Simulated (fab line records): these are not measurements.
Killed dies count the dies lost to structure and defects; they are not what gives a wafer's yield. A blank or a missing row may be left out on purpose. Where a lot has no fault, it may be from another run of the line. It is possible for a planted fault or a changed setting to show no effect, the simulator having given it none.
Code-filled problem report in 8D (eight disciplines) form	flow nand-harc	the parts of the form that need people (team, actions taken, sign-off) are left out

## 1. THE PROBLEM
Wafers without a fault read 94.5 s, standard deviation 0.37; run-length-s at NHARC_P_BONDPAD_ETCH_24 reads a mean of 91.8 s on 2 wafers belonging to 2 lots. Measured from the usual mean, that is -7.3 standard deviations.
The step: etches the open film in CF4/N2, target depth 30 nm, time 72.99 s.
Seen first at day 13 00:25 on rie-diel-12, wafer L206.5. The record holds 39 wafers of 13 lots with a number at this step. Rule for "out", or "out of limits": more than 4 standard deviations from the usual mean. The other wafers with a number count as sound.

## 2. WHAT IT IS; WHAT IT IS NOT
question	is	is not
which readings at this step	run-length-s	drypump-motor-current-A, oes-product-au, rf-vpp-V, showerhead-plenum-p-Torr, throttle-valve-pct
which lots	L206, L210	L192, L193, L197, L198, L200, L205, L207, L212, L213, L214, L215
which wafers of those lots	L206.5, L210.5	L206.2, L206.3, L210.1, L210.2
read on which tools	rie-diel-12	rie-diel-03, rie-diel-09
when	from day 13 00:25	up to then (20 sound wafers); but 17 sound wafers of L207, L210, L212, L213, L214, L215 came after

## 3. WHAT RULES OUT EACH SUSPECT
Counting: any tool at a process step up to the reading remains a suspect provided it ran every lot that is out. Sound lots after the first of them don't rule it out here, since some wafers of a struck lot are sound.
- rie-diel-12 at NHARC_P_BONDPAD_ETCH_24 (etches the open film in CF4/N2, target depth 30 nm, time 72.99 s): kept. Ran every lot that is out, first one L206 (day 13 00:25); last sound lot up to then L205 (day 11 22:00). Its own readings are out on those wafers: run-length-s.
After counting, what remains is rie-diel-12 at NHARC_P_BONDPAD_ETCH_24.

## 4. THE CAUSE (what the simulator had put in)
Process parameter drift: rie-diel-12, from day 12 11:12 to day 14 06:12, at NHARC_P_BONDPAD_ETCH_24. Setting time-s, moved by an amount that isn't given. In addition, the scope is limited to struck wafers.
This tool alone remained once counting was done.

## 5. THE CHAIN OF EFFECTS, in route order
Rows list readings where the struck wafers' mean (over those with a number) sits beyond 3 standard deviations from the usual. Readings are gone through only where the record gives a usual standard deviation; hours: the median, over the lots, of the time from a lot's start at the first step in this table giving one to that lot's start at this step; sigmas: the change measured in usual standard deviations.
hours	step	reading	usual	on struck wafers	change	sigmas
0	NHARC_P_BONDPAD_ETCH_24	run-length-s	94.5 s	91.8	-2.7	-7.3
Its process steps:
- NHARC_P_BONDPAD_ETCH_24: etches the open film in CF4/N2, target depth 30 nm, time 72.99 s.
Later measuring or inspecting steps at which every struck wafer that the step has a row for has a number for every such reading, and none has moved that far: NHARC_END_SORT_01.

## 6. WHAT WOULD HAVE CAUGHT IT SOONER
13 hours passed between the start of the fault at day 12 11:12 and the first reading out of limits in this record, taken at day 13 00:25.
